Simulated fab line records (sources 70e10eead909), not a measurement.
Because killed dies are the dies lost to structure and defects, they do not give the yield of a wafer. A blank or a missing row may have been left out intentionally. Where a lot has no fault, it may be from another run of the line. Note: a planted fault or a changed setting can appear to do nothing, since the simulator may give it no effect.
Chamber matching ; flow nand harc ; NHARC_A_M1_STRIP_18 on rie diel-10 has 4 sister chambers
The step strips in N2/H2. 7 wafers are shown with their chamber, then 7 later ones without.

WAFERS WITH THEIR CHAMBER
wafer;chamber;drypump motor current A (A);oes product au (a.u.)
L600.5;1;5.98;1.000
L601.2;1;5.95;1.010
L609.4;3;6.21;1.019
L611.1;0;5.97;0.991
L611.6;2;5.76;1.008
L615.1;2;5.77;1.014
L615.4;0;5.95;0.992

WAFERS MISSING THEIR CHAMBER
wafer;drypump motor current A (A);oes product au (a.u.)
L615.6;5.78;1.012
L618.1;6.19;1.006
L618.3;5.95;0.985
L618.6;5.73;0.991
L622.3;5.94;1.025
L622.4;5.74;1.015
L622.6;6.23;1.009

WHICH CHAMBER EACH ONE RAN IN
wafer;from the rows above;in truth
L615.6;2;2
L618.1;3;3
L618.3;0;0
L618.6;2;2
L622.3;1;1
L622.4;2;2
L622.6;3;3
Correct placement for 7 of the 7. Left unplaced by these rows: 0. 0 placed wrongly.
How it was worked out, from the rows above alone: a wafer's distance from a chamber is the root of the sum, over the readings, of the square of ((its reading less the chamber's mean) divided by the reading's scatter). If the next closest chamber is less than 2 further off than the closest, the wafer can't be placed; otherwise it belongs to the closest. The mean given for a chamber averages the wafers shown for that chamber. The scatter: take each reading less its chamber's mean, square it, sum over the shown wafers, divide by the number of wafers less the number of chambers, and take the root.
